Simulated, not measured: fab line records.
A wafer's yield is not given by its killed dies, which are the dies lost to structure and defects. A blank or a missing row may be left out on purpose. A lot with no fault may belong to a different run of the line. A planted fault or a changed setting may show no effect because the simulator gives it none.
fab line records	flow n5-finfet
record: lots: 5	wafers: 15	last-day: 18
route steps=1938 shown BEOL_M15@1824 PASS1_DEP@1831 MIM_BOT@1832 MIM_TOP@1834 MIM_TOP_LITHO@1839 PASSIVATION@1936
lots that met no fault: taken from a fault-free run of the same line
start-h: hours from the record's opening day to when the first of the lot's shown wafers began	wait-h: time in hours since the lot's previous step	" same as the row above	L1.1+2: one row covering several wafers at once	- either no value or no given start	* or withheld: withheld	< > ~ a bound
route shown NAME@n: NAME is a module with steps in the file, n the number in the route of the first one	usual: average and standard deviation across the fault-free wafers	same: alike in all rows	chamber/n: place in a boat	sites: per-site readings	_std_site: the standard deviation of these	_edge_site: mean of outer sites minus mean of inner sites	radius-mm: for every site, how far away it sits from the centre of the wafer	mask NAME#n: copy n	behind: tool/chamber where the wafer was last shaped	hold: why the lot was held/for how many hours/how that ended	device: whichever transistor did not switch (one of n, p or np)	end of line: the tests these same wafers got at the end of their route	a step given without rows: its recipe and nothing more	killed: dies lost to structure and defects at the first sort, not the wafer's yield	map: a wafer's dies, x killed, . not, _ none there
set.NAME: the run value of the setting; set.NAME@STEP: its run value at that earlier step	model.NAME: the simulator's own value behind a step, which no gauge read
a table for each step, a row for each wafer; lots at some steps of the route
services: when a tool's chamber went out of use (start-h, in hours from the record's first day, below 0 if earlier), for how many hours, and the reason
== steps ==
step: N5_BEOL_M15_CMP_49
recipe: stop-on: SiO2	t-overpolish-s: 4.9	down-force-psi: 2	platen-rpm: 80	clearing-platen-down-force-psi: 2	clearing-platen-rpm: 80	post-cmp-clean: cu-alkaline	target-thk-nm: 850	clearing-platen-pad-velocity-m-s: 1.5917	pad-velocity-m-s: 1.5917
usual: barrier-field-endpoint-s: 11.30/0.27	head-pressure-psi: 2.000/0.0043	motor-current-A: 8.1/0.77	overpolish-run-s: 4.900/0.0085
lot.wafer	tool	chamber	start-h	wait-h	barrier-field-endpoint-s	head-pressure-psi	motor-current-A	overpolish-run-s
L569.2	cmp-02	0	255.24	0.2	11.05	1.999	9.9	4.889
L569.4	"	1	"	"	11.52	1.998	8.0	4.902
L569.5	"	3	"	"	11.48	2.006	7.7	4.886
L573.4	cmp-03	1	288.47	0.1	11.25	2.003	8.7	4.904
L573.3	"	2	"	"	11.02	2.002	8.2	4.889
L573.5	"	1	"	"	10.94	2.005	8.4	4.893
L586.1	cmp-02	0	354.60	0.3	10.91	1.996	9.6	4.909
L586.3	"	1	"	"	10.84	2.001	8.0	4.889
L586.2	"	2	"	"	11.12	2.001	9.2	4.907
L585.4	cmp-03	2	360.60	0.1	11.30	2.003	8.5	4.910
L585.3	"	1	"	"	11.21	1.996	7.8	4.909
L585.5	"	2	"	"	11.39	2.001	7.8	4.909
L592.3	cmp-01	3	416.15	0.2	11.20	2.008	7.4	4.908
L592.2	"	0	"	"	11.26	1.996	8.5	4.901
L592.5	"	3	"	"	11.14	1.995	7.0	4.901
step: N5_BEOL_M15_THK_MEAS_50
recipe: thk-meas-gauge: xrf	reads: Cu_of_BEOL_M15_ECD_47
usual: M15_THK: 853/17
lot.wafer	tool	chamber	start-h	wait-h	M15_THK[nm]
L569.2	film-metro-01	-	255.49	-	910
L569.4	"	-	"	"	874
L569.5	"	-	"	"	861
L573.3	film-metro-01	-	288.76	-	856
L573.4	"	-	"	"	864
L573.5	"	-	"	"	867
L586.1	film-metro-02	-	354.86	-	851
L586.2	"	-	"	"	856
L586.3	"	-	"	"	865
L585.3	film-metro-02	-	360.90	-	862
L585.4	"	-	"	"	855
L585.5	"	-	"	"	865
L592.2	film-metro-01	-	416.40	-	851
L592.3	"	-	"	"	850
L592.5	"	-	"	"	852
step: N5_BEOL_M15_PRE_CLEAN_52
recipe: gas: NH3	time-s: 15	temp-c: withheld	rf-power-w: 300
step: N5_BEOL_M15_DEP_53
recipe: material: SiCN	target-thk-a: 500	temp-c: withheld	precursor: 3MS/NH3	pressure-torr: 3	rf-w: 675	time-s: 17.8
step: N5_BEOL_M15_RS_MEAS_54
recipe: thk-meas-gauge: four-point-probe	reads: Cu_of_BEOL_M15_ECD_47+Ta_of_BEOL_M15_SPUTTER_44+TaN_of_BEOL_M15_SPUTTER_43
usual: M15_RS: 0.0217/0.0004
lot.wafer	tool	chamber	start-h	wait-h	M15_RS[ohm/sq]
L569.2	film-metro-01	-	255.62	0.1	0.0206
L569.4	"	-	"	"	0.0214
L569.5	"	-	"	"	0.0219
L573.3	film-metro-01	-	288.90	0.1	0.0216
L573.4	"	-	"	"	0.0213
L573.5	"	-	"	"	0.0212
L586.1	film-metro-01	-	354.99	0.0	0.0217
L586.2	"	-	"	"	0.0215
L586.3	"	-	"	"	0.0214
L585.3	film-metro-02	-	361.03	0.1	0.0213
L585.4	"	-	"	"	0.0214
L585.5	"	-	"	"	0.0213
L592.2	film-metro-02	-	416.53	0.1	0.0217
L592.3	"	-	"	"	0.0218
L592.5	"	-	"	"	0.0217
step: N5_BEOL_M15_INSPECT_55
recipe: inspect-instrument: darkfield	mode: post-dep
usual: raw-defect-count: 64/20
lot.wafer	tool	chamber	start-h	wait-h	raw-defect-count
L569.2	defect-inspect-02	-	255.65	0.0	98
L569.4	"	-	"	"	76
L569.5	"	-	"	"	71
L573.3	defect-inspect-02	-	288.92	0.0	61
L573.4	"	-	"	"	79
L573.5	"	-	"	"	63
L586.1	defect-inspect-02	-	355.01	0.0	88
L586.2	"	-	"	"	47
L586.3	"	-	"	"	54
L585.3	defect-inspect-02	-	361.05	0.0	125
L585.4	"	-	"	"	78
L585.5	"	-	"	"	75
L592.2	defect-inspect-02	-	416.56	0.0	74
L592.3	"	-	"	"	44
L592.5	"	-	"	"	60
step: N5_BEOL_M15_RC_MEAS_101
usual: COMB_M10: 1.43e-11/2.7e-12	COMB_M10_max_site: 2.1e-11/4.9e-12	COMB_M11: 1.4e-11/3e-12	COMB_M12: 6.3e-12/1.4e-12	COMB_M13: 4.7e-12/1.1e-12	COMB_M14: 3.6e-12/9e-13	COMB_M15: 2.4e-12/7.4e-13	COMB_M5: 3.6e-11/7.1e-12	COMB_M6: 2.6e-11/5.6e-12	COMB_M6_max_site: 3.7e-11/9.5e-12	COMB_M7: 2.6e-11/5.9e-12	COMB_M8: 2.5e-11/5e-12	COMB_M8_max_site: 3.6e-11/7.7e-12	COMB_M9: 1.4e-11/3e-12	SERP_M10: 3.09/0.099	SERP_M11: 3.12/0.094	SERP_M12: 0.640/0.018	SERP_M13: 0.310/0.0056	SERP_M14: 0.160/0.0051	SERP_M5: 39.1/1.8	SERP_M6: 13.9/0.56	SERP_M7: 14.1/0.6	SERP_M8: 13.9/0.59	SERP_M9: 3.09/0.086
lot.wafer	tool	chamber	start-h	wait-h	COMB_M10[S/m]	COMB_M10_max_site[S/m]	COMB_M11[S/m]	COMB_M12[S/m]	COMB_M13[S/m]	COMB_M14[S/m]	COMB_M15[S/m]	COMB_M5[S/m]	COMB_M6[S/m]	COMB_M6_max_site[S/m]	COMB_M7[S/m]	COMB_M8[S/m]	COMB_M8_max_site[S/m]	COMB_M9[S/m]	SERP_M10[ohm/um]	SERP_M11[ohm/um]	SERP_M12[ohm/um]	SERP_M13[ohm/um]	SERP_M14[ohm/um]	SERP_M5[ohm/um]	SERP_M6[ohm/um]	SERP_M7[ohm/um]	SERP_M8[ohm/um]	SERP_M9[ohm/um]
L569.2	prober-01	0	255.83	0.2	1.47e-11	2.1e-11	1.4e-11	7e-12	4.3e-12	4.1e-12	2e-12	3.9e-11	1.9e-11	2.4e-11	2.2e-11	2e-11	2.8e-11	1.6e-11	3.15	2.96	0.643	0.308	0.160	40.9	14.4	13.9	14.4	3.10
L569.4	"	0	"	"	9.9e-12	1.8e-11	1.5e-11	6.6e-12	3.8e-12	3.3e-12	2.4e-12	3.2e-11	2.9e-11	3.4e-11	2.5e-11	2.3e-11	2.9e-11	1.5e-11	3.15	3.10	0.640	0.303	0.162	38.8	13.8	13.5	14.5	3.21
L569.5	"	0	"	"	1.61e-11	2.2e-11	1.4e-11	8.1e-12	4.2e-12	2.1e-12	1.6e-12	2.6e-11	3e-11	4.9e-11	1.8e-11	2.1e-11	2.8e-11	1.5e-11	3.17	3.14	0.653	0.301	0.164	40.9	14.5	14.5	14.3	3.31
L573.3	prober-02	0	289.26	0.3	1.33e-11	1.8e-11	1.4e-11	8.9e-12	6.4e-12	4.1e-12	2.4e-12	3.5e-11	2.5e-11	3.9e-11	2e-11	2.7e-11	3.4e-11	1.2e-11	3.10	3.14	0.639	0.305	0.155	35.5	15.0	14.9	13.3	3.03
L573.4	"	0	"	"	1.15e-11	1.7e-11	1.2e-11	6.7e-12	5.7e-12	4.9e-12	2.2e-12	3.6e-11	2.7e-11	3.5e-11	2.9e-11	3.3e-11	4.2e-11	1.1e-11	3.09	3.21	0.643	0.308	0.156	37.5	14.2	14.7	13.7	3.01
L573.5	"	0	"	"	1.46e-11	1.8e-11	1.6e-11	7.6e-12	5.4e-12	3.7e-12	2.5e-12	5.5e-11	3.1e-11	4.3e-11	2.8e-11	2.2e-11	2.6e-11	1e-11	3.07	3.18	0.624	0.310	0.158	38.1	14.4	14.8	13.8	3.02
L586.1	prober-02	0	355.04	0.0	1.87e-11	2.4e-11	1.6e-11	6.7e-12	4.4e-12	4e-12	2.8e-12	3.9e-11	3e-11	4.3e-11	3.2e-11	2.5e-11	3.4e-11	1.7e-11	3.02	3.08	0.652	0.304	0.169	38.4	13.2	14.5	15.1	3.16
L586.2	"	0	"	"	1.6e-11	2.6e-11	1.3e-11	6.9e-12	4.7e-12	3.7e-12	2.6e-12	4.4e-11	2.8e-11	5.6e-11	3e-11	2.2e-11	3.1e-11	2e-11	3.02	3.13	0.637	0.318	0.157	38.5	14.1	14.2	14.8	3.20
L586.3	"	0	"	"	1.41e-11	1.8e-11	1.6e-11	9.5e-12	7e-12	3.7e-12	2.6e-12	5.1e-11	3.6e-11	4.6e-11	3.9e-11	2e-11	2.8e-11	2e-11	3.23	3.27	0.639	0.314	0.166	37.8	14.5	14.7	13.8	3.14
L585.3	prober-01	0	361.39	0.3	1.04e-11	1.3e-11	1.4e-11	6.1e-12	3.9e-12	2.7e-12	1.5e-12	4.1e-11	2.2e-11	2.6e-11	2.7e-11	2.2e-11	3.2e-11	1.6e-11	3.16	3.12	0.635	0.309	0.163	37.9	13.2	14.7	14.6	3.07
L585.4	"	0	"	"	1.44e-11	2.5e-11	1.8e-11	6.2e-12	4.2e-12	3.9e-12	1.8e-12	3.2e-11	2.2e-11	3.1e-11	2.7e-11	1.8e-11	2.4e-11	9e-12	3.16	3.08	0.627	0.312	0.158	39.1	14.2	15.3	14.1	3.12
L585.5	"	0	"	"	1.39e-11	1.9e-11	1.1e-11	6.2e-12	5e-12	2.7e-12	2.6e-12	3.4e-11	1.8e-11	2.3e-11	2.3e-11	2.4e-11	3.5e-11	1.2e-11	2.99	2.99	0.629	0.311	0.164	37.2	14.2	14.6	13.4	3.14
L592.2	prober-02	0	416.74	0.2	1.53e-11	2.2e-11	1.1e-11	6.4e-12	5.6e-12	4e-12	3.7e-12	3.8e-11	3.8e-11	5.9e-11	3.1e-11	3.8e-11	5.3e-11	1.4e-11	3.32	2.90	0.614	0.308	0.156	39.1	12.8	12.9	13.6	3.04
L592.3	"	0	"	"	1.24e-11	2.3e-11	1.3e-11	1.04e-11	5.6e-12	3.8e-12	2.5e-12	4e-11	2.7e-11	3.1e-11	3e-11	2.5e-11	3.1e-11	1.4e-11	3.21	3.10	0.599	0.315	0.158	37.4	14.0	14.2	13.6	3.11
L592.5	"	0	"	"	1.64e-11	2.5e-11	1e-11	5.8e-12	8.7e-12	3.8e-12	2.5e-12	4.5e-11	3.2e-11	5.3e-11	2e-11	2.9e-11	4.4e-11	1.4e-11	3.24	3.06	0.596	0.311	0.167	37.4	13.4	14.3	14.5	3.22
step: N5_PASSIVATION_PECVD_00
recipe: material: SiO2	target-thk-a: 2000	temp-c: 400	precursor: SiH4/N2O	pressure-torr: 2.7	rf-w: 608	time-s: 11.2
usual: heater-power-w: 739/110	showerhead-plenum-p-Torr: 8.13/0.1	throttle-valve-pct: 51.9/1.6
lot.wafer	tool	chamber	start-h	wait-h	heater-power-w	showerhead-plenum-p-Torr	throttle-valve-pct
L569.2	pecvd-01	0	256.64	0.7	672	8.12	53.1
L569.4	"	1	"	"	539	8.02	51.2
L569.5	"	0	"	"	681	8.12	53.2
L573.3	pecvd-01	1	289.91	0.5	561	8.03	51.2
L573.4	"	0	"	"	618	8.11	52.9
L573.5	"	1	"	"	562	8.03	51.3
L586.1	pecvd-02	2	356.00	0.8	821	8.13	49.3
L586.2	"	1	"	"	802	8.28	52.0
L586.3	"	0	"	"	688	8.21	52.6
L585.3	pecvd-02	2	362.04	0.5	776	8.14	49.1
L585.4	"	1	"	"	859	8.30	52.0
L585.5	"	2	"	"	818	8.14	49.3
L592.2	pecvd-04	1	417.55	0.7	607	8.06	51.0
L592.3	"	0	"	"	913	8.13	53.9
L592.5	"	1	"	"	627	8.08	51.0
step: N5_MIM_BOT_DEGAS_01
recipe: ambient: vacuum	temp-c: 300	time-s: 60
step: N5_MIM_BOT_SPUTTER_00
recipe: material: TiN	target-thk-a: 350	temp-c: 200	power-w: 3000	chamber-pressure-pa: 0.49996	gas: Ar	reactive-partial-pa: 0.37997	time-s: 89.7
usual: throttle-valve-pct: 30.1/1.4
lot.wafer	tool	chamber	start-h	wait-h	throttle-valve-pct
L569.2	pvd-sputter-01	-	257.23	0.0	29.9
L569.4	"	-	"	"	29.7
L569.5	"	-	"	"	29.9
L573.3	pvd-sputter-02	-	291.23	0.0	28.8
L573.4	"	-	"	"	30.8
L573.5	"	-	"	"	32.3
L586.1	pvd-sputter-02	-	356.46	0.0	32.8
L586.2	"	-	"	"	28.7
L586.3	"	-	"	"	31.1
L585.3	pvd-sputter-02	-	362.16	0.0	29.0
L585.4	"	-	"	"	32.7
L585.5	"	-	"	"	32.5
L592.2	pvd-sputter-01	-	418.91	0.0	29.8
L592.3	"	-	"	"	30.3
L592.5	"	-	"	"	29.8
step: N5_MIM_TOP_ALD_00
recipe: material: Al2O3	target-thk-a: *	temp-c: withheld	ald-precursor-family: TMA	ald-co-reactant: O3	pulse-time-s: withheld	purge-time-s: 3	co-reactant-purge-time-s: withheld	co-reactant-pulse-time-s: 3	ald-cycles: withheld
usual: precursor-pulse-height-rel: 1.004/0.019
lot.wafer	tool	chamber	start-h	wait-h	precursor-pulse-height-rel
L569.2	ald-hk-02	3	257.34	0.1	1.008
L569.4	"	0	"	"	1.011
L569.5	"	3	"	"	1.008
L573.3	ald-hk-01	0	291.33	0.1	1.008
L573.4	"	3	"	"	0.996
L573.5	"	3	"	"	0.988
L586.1	ald-hk-02	0	356.56	0.1	1.003
L586.2	"	2	"	"	0.993
L586.3	"	3	"	"	0.983
L585.3	ald-hk-01	3	362.27	0.1	1.025
L585.4	"	0	"	"	0.996
L585.5	"	3	"	"	0.974
L592.2	ald-hk-03	2	419.02	0.1	0.983
L592.3	"	0	"	"	1.007
L592.5	"	3	"	"	1.014
step: N5_MIM_TOP_ALD_01
recipe: material: HfO2	target-thk-a: 56	temp-c: withheld	ald-precursor-family: Hf-amide	ald-co-reactant: O3	pulse-time-s: 1	purge-time-s: 3	co-reactant-purge-time-s: 2	co-reactant-pulse-time-s: 3	ald-cycles: 62
step: N5_MIM_TOP_ALD_02
recipe: material: Al2O3	target-thk-a: *	temp-c: withheld	ald-precursor-family: TMA	ald-co-reactant: O3	pulse-time-s: withheld	purge-time-s: 3	co-reactant-purge-time-s: withheld	co-reactant-pulse-time-s: 3	ald-cycles: withheld
usual: precursor-pulse-height-rel: 1.000/0.018
lot.wafer	tool	chamber	start-h	wait-h	precursor-pulse-height-rel
L569.2	ald-hk-02	3	257	-	1.021
L569.4	"	0	"	"	0.983
L569.5	"	3	"	"	0.974
L573.3	ald-hk-01	0	291	-	0.998
L573.4	"	3	"	"	0.970
L573.5	"	3	"	"	1.001
L586.1	ald-hk-02	0	356	-	1.036
L586.2	"	2	"	"	0.992
L586.3	"	3	"	"	1.027
L585.3	ald-hk-01	3	362	-	1.014
L585.4	"	0	"	"	1.002
L585.5	"	3	"	"	0.993
L592.2	ald-hk-03	2	419	-	0.999
L592.3	"	0	"	"	0.988
L592.5	"	3	"	"	1.003
step: N5_MIM_TOP_DEGAS_04
recipe: ambient: vacuum	temp-c: 300	time-s: 60
usual: heater-power-w: 445/43
lot.wafer	tool	chamber	start-h	wait-h	heater-power-w
L569.2	pvd-sputter-03	-	261.35	-	475
L569.4	"	-	"	"	420
L569.5	"	-	"	"	422
L573.3	pvd-sputter-01	-	291.78	-	455
L573.4	"	-	"	"	418
L573.5	"	-	"	"	473
L586.1	pvd-sputter-03	-	357.06	-	428
L586.2	"	-	"	"	467
L586.3	"	-	"	"	465
L585.3	pvd-sputter-03	-	366.13	-	451
L585.4	"	-	"	"	422
L585.5	"	-	"	"	414
L592.2	pvd-sputter-01	-	419.55	-	431
L592.3	"	-	"	"	419
L592.5	"	-	"	"	431
step: N5_MIM_TOP_SPUTTER_03
recipe: material: TiN	target-thk-a: 350	temp-c: 200	power-w: 3000	chamber-pressure-pa: 0.49996	gas: Ar	reactive-partial-pa: 0.37997	time-s: 89.7
step: N5_MIM_TOP_LITHO_HMDS_01
recipe: time-s: 60	temp-c: 120
step: N5_MIM_TOP_LITHO_COAT_02
recipe: spin-rpm: *	resist-thk-nm: *
step: N5_MIM_TOP_LITHO_EBR_04
recipe: solvent: PGMEA	ebr-width-mm: 1.5
step: N5_MIM_TOP_LITHO_SOFTBAKE_03
recipe: temp-c: 100	time-s: 90
step: N5_MIM_TOP_LITHO_EXPOSE_05
recipe: mask-id: MIM_TOP	na: 0.55	source-shape: conventional	sigma-outer: 0.8	polarization: unpolarized	target-cd-nm: 2000	dose-mj: 20.5
step: N5_MIM_TOP_LITHO_PEB_06
recipe: peb-temp-c: withheld	peb-time-s: *
step: N5_MIM_TOP_LITHO_DEVELOP_07
recipe: develop-time-s: 60	rinse-liquid: diw	dry: air-spin	dev-temp-c: 21
step: N5_MIM_TOP_LITHO_HARDBAKE_09
recipe: temp-c: 130	time-s: 120
step: N5_MIM_TOP_LITHO_CD_MEAS_08
recipe: target-cd-nm: 2000	landing-energy-ev: 500	detector: se-inlens
usual: cd-nm: 2000.3/2.2
lot.wafer	tool	chamber	start-h	wait-h	cd-nm
L569.2	cd-sem-01	0	261.91	-	2001.8
L569.4	"	0	"	"	2000.1
L569.5	"	0	"	"	2003.3
L573.3	cd-sem-01	0	292.22	-	2000.0
L573.4	"	0	"	"	1994.1
L573.5	"	0	"	"	1997.5
L586.1	cd-sem-03	0	357.62	-	1998.1
L586.2	"	0	"	"	1999.9
L586.3	"	0	"	"	2000.1
L585.3	cd-sem-02	0	366.69	-	2003.7
L585.4	"	0	"	"	2002.4
L585.5	"	0	"	"	2002.9
L592.2	cd-sem-02	0	419.99	-	2000.9
L592.3	"	0	"	"	2001.2
L592.5	"	0	"	"	2001.1
step: N5_MIM_TOP_LITHO_OVL_MEAS_11
recipe: points-per-wafer: 44
usual: MIM_TOP_OVL: -8/5.4
lot.wafer	tool	chamber	start-h	wait-h	MIM_TOP_OVL[nm]
L569.2	overlay-02	0	261.94	0.0	-5
L569.4	"	0	"	"	-6
L569.5	"	0	"	"	-4
L573.3	overlay-01	0	292.25	0.0	-9
L573.4	"	0	"	"	1
L573.5	"	0	"	"	-6
L586.1	overlay-02	0	357.65	0.0	-7
L586.2	"	0	"	"	-6
L586.3	"	0	"	"	-8
L585.3	overlay-02	0	366.72	0.0	-8
L585.4	"	0	"	"	-5
L585.5	"	0	"	"	-10
L592.2	overlay-01	0	420.02	0.0	-4
L592.3	"	0	"	"	-11
L592.5	"	0	"	"	-3
step: N5_MIM_TOP_LITHO_INSPECT_12
recipe: mode: adi	inspect-instrument: macro
usual: raw-defect-count: 2.0/1.4
lot.wafer	tool	chamber	start-h	wait-h	raw-defect-count
L569.2	defect-inspect-01	-	261.96	0.0	2
L569.4	"	-	"	"	2
L569.5	"	-	"	"	1
L573.3	defect-inspect-01	-	292.27	0.0	4
L573.4	"	-	"	"	2
L573.5	"	-	"	"	1
L586.1	defect-inspect-01	-	357.67	0.0	1
L586.2	"	-	"	"	2
L586.3	"	-	"	"	3
L585.3	defect-inspect-01	-	366.74	0.0	3
L585.4	"	-	"	"	>300
L585.5	"	-	"	"	3
L592.2	defect-inspect-01	-	420.04	0.0	1
L592.3	"	-	"	"	1
L592.5	"	-	"	"	1
step: N5_MIM_TOP_LITHO_DESCUM_10
recipe: chemistry: O2	time-s: 7.9	source-power-w: 50	bias-power-w: 20	pressure-mtorr: 20	rf-frequency-hz: 2.712e+07	temp-c: 40	o2-flow-sccm: 225
step: N5_PASSIVATION_PROBE_49
usual: defect-limited-yield: 90.9/1.5	killed_at_M0_to_M3: 35/10	killed_at_M4_up: 14/5.2	killed-at-contacts: 13/7.3	killed-at-front-end: 42/12	killed-at-other: 3.4/2.5	killed-dies: 108/18	killed-on-rim: 14/4.2	killed-open: 70/13	killed-short: 35/8	sort_bin_5_function: 5.4/1	sort_bin_6_memory: 3.4/0.71	sort-n-pass: 1072/18	sort-yield-pct: 90.9/1.5
same: gross-dies: 1180	killed-at-back-side: 0	sort_bin_4_leakage[%]: 0	sort_bin_8_speed[%]: 0
lot.wafer	tool	chamber	start-h	wait-h	defect-limited-yield[%]	killed_at_M0_to_M3	killed_at_M4_up	killed-at-contacts	killed-at-front-end	killed-at-other	killed-dies	killed-on-rim	killed-open	killed-short	sort_bin_5_function[%]	sort_bin_6_memory[%]	sort-n-pass	sort-yield-pct[%]
L569.2	prober-02	-	273.73	0.1	93.1	21	16	9	33	2	81	6	58	21	4.2	2.6	1099	93.1
L569.4	prober-02	-	273.83	0.2	91.8	28	13	10	40	6	97	13	53	38	4.6	3.1	1083	91.8
L569.5	prober-02	-	273.88	0.2	92.5	24	16	19	29	1	89	12	53	34	4.4	2.5	1091	92.5
L586.1	prober-02	-	367.02	0.0	90.5	39	14	16	43	0	112	18	76	35	5.5	3.2	1068	90.5
L586.3	prober-02	-	367.12	0.1	88.9	40	12	18	58	3	131	23	84	44	6.9	4.0	1049	88.9
L585.3	prober-02	-	376.67	0.1	90.8	54	6	14	28	6	108	14	73	33	5.8	3.1	1072	90.8
L585.4	prober-02	-	376.72	0.2	82.8	49	20	16	44	74	203	33	82	45	9.8	4.6	977	82.8
killed by level:class
L569.2 BEOL_M4:geometric-particle:open=12 MOL_CONTACT_COAG:geometric-particle:open=9 FIN_SAQP:geometric-particle:short=7 FIN_SAQP:geometric-particle:open=7 BEOL_M3:geometric-particle:open=6 GATE_CUT:geometric-particle:short=5 BEOL_M0_SAQP:geometric-particle:open=4 STI_FIN_REVEAL:geometric-particle:open=3
L569.4 BEOL_M0_SAQP:geometric-particle:short=11 MOL_CONTACT_COAG:geometric-particle:open=9 FIN_SAQP:geometric-particle:open=8 GATE_CUT:geometric-particle:short=7 BEOL_M0_SAQP:geometric-particle:open=7 FIN_SAQP:geometric-particle:short=6 ILD0:geometric-particle:open=4 GATE_CUT:geometric-particle:open=4
L569.5 MOL_CONTACT_COAG:geometric-particle:open=15 FIN_SAQP:geometric-particle:short=8 BEOL_M0_SAQP:geometric-particle:short=6 BEOL_M4:geometric-particle:open=6 FIN_SAQP:geometric-particle:open=5 BEOL_M3:geometric-particle:open=5 STARTING-WAFER:geometric-particle:short=5 BEOL_M0_SAQP:geometric-particle:open=4
L586.1 FIN_SAQP:geometric-particle:open=16 MOL_CONTACT_COAG:geometric-particle:open=13 BEOL_M0_SAQP:geometric-particle:short=13 BEOL_M0_SAQP:geometric-particle:open=9 BEOL_M4:geometric-particle:open=7 BEOL_M2:geometric-particle:open=7 STI_FIN_REVEAL:geometric-particle:open=6 FIN_SAQP:geometric-particle:short=5
L586.3 FIN_SAQP:geometric-particle:open=23 MOL_CONTACT_COAG:geometric-particle:open=14 BEOL_M2:geometric-particle:open=11 FIN_SAQP:geometric-particle:short=9 DUMMY_GATE:geometric-particle:open=9 BEOL_M0_SAQP:geometric-particle:short=7 BEOL_M1:geometric-particle:open=5 BEOL_M1:geometric-particle:short=4
L585.3 BEOL_M1:geometric-particle:open=18 BEOL_M0_SAQP:geometric-particle:open=9 MOL_CONTACT_COAG:geometric-particle:open=8 BEOL_M2:geometric-particle:open=8 BEOL_M0_SAQP:geometric-particle:short=7 DUMMY_GATE:geometric-particle:open=6 GATE_CUT:geometric-particle:short=5 MOL_CONTACT_COAG:geometric-particle:short=5
L585.4 MIM_TOP:unspecified=73 BEOL_M0_SAQP:geometric-particle:short=18 STI_FIN_REVEAL:geometric-particle:open=17 MOL_CONTACT_COAG:geometric-particle:open=13 BEOL_M0_SAQP:geometric-particle:open=12 BEOL_M4:geometric-particle:open=8 FIN_SAQP:geometric-particle:short=7 FIN_SAQP:geometric-particle:open=6
map L585.4 (x killed, . not)
_________________....x.......________________
______________..x.......x.....x._____________
___________....x..x..x...x.........__________
__________x.....xx.............x...._________
________....x..........x....x.x......._______
_______.............x....x.............______
______......x.........x.x...x......x...._____
_____..........................x.........____
____...........................x........x.___
___..x...x..x......x.......................__
___............x.......x...................__
__...............x.................x......x._
__.xx.........x..................x.........x_
_......x....x.....x...x.x.........x....xxxxxx
_............x.....x...............x.x.xxxxxx
_.........x....xxxx.x...x.x.....x...x.xxxxxxx
_x.....x..................x....x...x..xxxxxxx
_.......................x.........x.x.xxxxxxx
_....x.x..x.xx...x.x...x........x...x.xxxxxxx
_x..........x.........xx.......x.x..x.xxxxxxx
_x..........x................x.......xxxxxxxx
__.....x......xx....................x...xxxx_
__....x.xx....x..................x.....x.xxx_
___....x...........................x....xxx__
___.....x....xx.x..xx......x.........x...x.__
____...........x........x..x...x......x..x___
_____....x........x..............x.x...x.____
______..............................x..._____
_______.....x.x.............x..........______
________.x......x..x....x.x..xx..x...._______
__________x.....................x..._________
___________....................x...__________
______________.................x_____________
_________________......x..x..________________
map L573.5 (x killed, . not)
_________________............________________
______________.....x.....x......_____________
___________......x.........x.......__________
__________..xx.x.........x.........._________
________......x.....xx...x............_______
_______................................______
______......x.xx...................x...._____
_____.............xx..........x...x......____
____.........x...........x.x...x......x...___
___.....x..................................__
___...x.................x............x.....__
__..........x.x...x.......x......x........x._
__x.x..............x................x.x....._
_.........x.x.x...................x..........
_..x.................x................x......
_......................x............x.x......
_x..................x.x........x.....x.......
_..x...........x.....................x.......
_............x.....x..........x..............
_.x.......x..........x....................x..
_.x....x...........x.........................
__................x........................._
__.x....x....................x.....x....x..._
___.x.........x............................__
___.x.x...........x...........x.x..........__
____.....x.................x..............___
_____...x...................x........x...____
______.x...x.......................x...._____
_______.......x...........x.......x....______
________........x.............x.x....._______
__________xxxx...........x...x..x..._________
___________x.......................__________
______________....x.x..........._____________
_________________..x......x..________________
== services ==
tool	chamber	start-h	hours	kind
cmp-03	-	238.35	2.4	repair
cmp-02	-	251.11	4.0	pm
cmp-01	-	256.07	10.5	repair
cmp-03	-	263.56	1.7	repair
ald-hk-01	-	276.37	8.7	pm
cmp-03	-	289.50	4.0	pm
pecvd-01	-	294.03	5.5	pm
pvd-sputter-01	-	297.03	20.4	repair
cmp-03	-	297.22	4.2	pm
cmp-02	-	303.99	1.4	repair
cmp-03	-	311.08	1.1	repair
ald-hk-03	-	332.00	2.2	repair
pvd-sputter-02	-	335.00	4.1	repair
ald-hk-02	-	340.84	14.6	pm
pecvd-01	-	343.79	2.8	pm
cmp-02	-	347.15	3.7	repair
cmp-01	-	358.16	0.3	repair
cmp-02	-	363.15	1.5	repair
pecvd-02	-	367.90	1.0	repair
ald-hk-01	-	372.65	1.7	repair
pecvd-01	2	392.07	15.7	repair
pecvd-01	1	401.79	7.0	repair
cmp-03	-	409.84	1.7	repair
cmp-02	-	411.43	3.5	repair
== key ==
first-sign: step: N5_MIM_TOP_LITHO_INSPECT_12	reading: raw-defect-count	direction: up	sigmas: 99+	usual: 2.0	struck: >300
effect: step: N5_PASSIVATION_PROBE_49	reading: killed-at-other	direction: up	sigmas: 28	usual: 3.4	struck: 74
more-kills-born-at: N5_MIM_TOP_ALD_02@ald-hk-01: 73
met-at N5_MIM_TOP_ALD_02
struck-wafers L585.4
onset-between 291 362
fault: kind: chamber-particle-source	tool: ald-hk-01	chamber: 0	onset-h: 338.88	steps: N5_MIM_TOP_ALD_02	rate-per-visit-cm2: 1.7081
